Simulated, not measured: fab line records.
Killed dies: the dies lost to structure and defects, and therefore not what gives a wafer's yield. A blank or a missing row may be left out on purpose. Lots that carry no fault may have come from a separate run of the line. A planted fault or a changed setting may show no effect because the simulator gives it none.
Struck lot and sound lot, side by side ; flow n5 finfet ; 39 out of 1938 route steps
Sound: these wafers, L828.2, L828.3, L828.4. The struck wafers were L849.3, L849.4, L849.6. The cause is named last.
At each step with rows: each side's tool, then ch and its chambers, then its first start. Under that, the readings that differ: sound wafers ; struck wafers ; difference of the means ; sigmas: that difference in standard deviations of wafers without a fault.
alike: readings with means less than 2 such deviations apart, plus words and numbers identical on both sides. not compared: withheld readings, readings lacking a value on some wafer, bounds such as >300 that could conceal the same value, and numbers that have no deviation in the record and whose values overlap.
A row with sigmas, a row that says differs or no value, or rows on one side alone: a step with any of these is where the two part. Numbers that don't overlap but have no deviation are shown without sigmas and don't part them. A reading that every wafer of one side lacks parts them only if that side has two wafers or more.

first, 10 steps without rows for these wafers: N5_HKMG_FIN_WET_ETCH_73 (etches the open film in SC1, time 42.3 s, target depth 1.3 nm, rinse time 30 s); N5_HKMG_FIN_ETCHBACK_68 (etches the open film in Cl2/Ar, stops on HfO2, target depth 0.5 nm); N5_HKMG_FIN_STRIP_69 (strips in N2/H2, time 360 s); N5_HKMG_FIN_ALD_21 (deposits TiN, target thk 1.5 nm, pulse time 1 s, purge time 3 s); N5_HKMG_FIN_ALD_72 (deposits W, target thk 2 nm, pulse time 1 s, purge time 2 s); N5_HKMG_FIN_W_FILL_22 (material W, target thk 60 nm, time 18.2 s); N5_HKMG_FIN_PRECLEAN_83 (cleans in DIW, time 57.5 s); N5_HKMG_FIN_SRD_84 (dry time 32 s); N5_HKMG_FIN_CMP_23 (polishes, stops on SiNx, t overpolish 10 s, target thk 46.326 nm); N5_HKMG_FIN_CMP_94 (polishes, stops on SiNx, t overpolish 4.7 s, target thk 43.299 nm).
N5_GATE_CUT_ETCHBACK_00: etches W in SF6/Cl2.
  sound on rie metal-02 ch 1, day 4 11:17; struck on rie metal-02 ch 0,1, day 9 19:32
  no value came back on the struck wafers for any of 7 readings (SF6_flow_sccm (sccm), bias w (W) and others); on the sound wafers SF6_flow_sccm (sccm) reads 39.94 40.00 39.89
reading;sound;struck;difference;sigmas
model.SiNx_of_SDB_ALD_29.thk nm (nm);27.2 27.4 27.2;28.2 28.4 28.2;+1.0;
  not compared: rf hours counter h, model.SiO2_flowable_of_ILD0_FCVD_FILL_01.thk nm
then, 3 steps without rows for these wafers: N5_GATE_CUT_ETCH_56 (etches TiN in Cl2/Ar, target depth 21.6 nm); N5_GATE_CUT_ETCHBACK_30 (etches TiN in Cl2/Ar, target depth 3 nm); N5_GATE_CUT_VAPOR_ETCH_60 (etches HfO2 in BCl3/Cl2).
N5_GATE_CUT_ETCH_58: etches SiNx in CH3F/O2, target depth 17 nm, time 128.6 s.
  sound on rie diel-05 ch 0,2,3, day 4 11:55; struck on rie diel-05 ch 0,2,3, day 9 19:47
reading;sound;struck;difference;sigmas
model.SiNx_of_SDB_ALD_29.thk nm (nm);24.6 24.6 24.6;25.6 25.6 25.4;+0.9;
  alike: CH3F_flow_sccm, chamber pressure mTorr, drypump motor current A, oes product au, rf vpp V, showerhead plenum p Torr, throttle valve pct
  not compared: rf hours counter h
then, 21 steps without rows for these wafers: N5_GATE_CUT_STRIP_59 (strips in N2/H2, time 20 s); N5_GATE_CUT_PRECLEAN_31 (cleans in DIW, time 300 s); N5_GATE_CUT_SRD_32 (time 30 s); N5_GATE_CUT_SAC_CAP_01 (material SiNx, target thk 24 nm, pulse time 1 s, ald cycles 480); N5_GATE_CUT_PECVD_57 (deposits SiNx from SiH4/NH3/N2, target thk 21 nm); N5_GATE_CUT_CMP_02 (polishes, stops on SiO2, t overpolish 12.7 s, target thk 0 nm); N5_GATE_CUT_HM_DEP_46 (deposits SiO2 from TEOS/O2, target thk 130 nm, time 26.6 s); N5_GATE_CUT_COAT_34 (time 60 s, resist thk 60 nm); N5_GATE_CUT_COAT_35 (time 60 s, resist thk 10 nm); N5_GATE_CUT_COAT_27 (time 60 s, resist thk 10 nm); N5_GATE_CUT_COAT_07 (resist thk 30 nm); N5_GATE_CUT_EBR_09; N5_GATE_CUT_SOFTBAKE_08 (time 60 s); N5_GATE_CUT_EXPOSE_10 (exposes mask GATE CUT, target cd 20 nm); N5_GATE_CUT_PEB_11 (peb time 60 s); N5_GATE_CUT_DEVELOP_12 (develop time 30 s); N5_GATE_CUT_DESCUM_18 (chemistry O2, time 7 s); N5_GATE_CUT_ETCH_28 (etches underlayer in N2/H2, target depth 13 nm, time 10.4 s); N5_GATE_CUT_ETCH_36 (etches SiARC in CF4, target depth 13 nm, time 21.7 s); N5_GATE_CUT_ETCH_37 (etches SOC in N2/H2, target depth 60 nm, overetch 12 nm, time 90 s); N5_GATE_CUT_STRIP_38 (strips in N2/H2).
N5_GATE_CUT_CMP_61: polishes, stops on SiNx, t overpolish 3 s.
  sound on cmp-02 ch 0,1,3, day 4 18:59; struck on cmp-01 ch 1,3, day 10 02:28
  alike: motor current A, slurry flow ml min
  not compared: model.SiO2_flowable_of_ILD0_FCVD_FILL_01.thk nm
N5_BEOL_M4_RC_MEAS_101:
  the record has rows for the sound wafers here (prober-01 ch 0, day 9 01:17) and none for the struck ones
-- the record jumps here: 9 days lie between the struck wafers' starts before and after (it left off in module BEOL_M4 and takes up again in module PASSIVATION, whose first step shown is number 1936 of the route) --
N5_PASSIVATION_PROBE_49:
  rows exist in the record for the struck wafers here (prober-02, day 19 00:43), but not for the sound ones

== WHERE THEY PART ==
First at N5_GATE_CUT_ETCHBACK_00; last, within this record, at N5_PASSIVATION_PROBE_49.

WHY: the cause the simulator had injected
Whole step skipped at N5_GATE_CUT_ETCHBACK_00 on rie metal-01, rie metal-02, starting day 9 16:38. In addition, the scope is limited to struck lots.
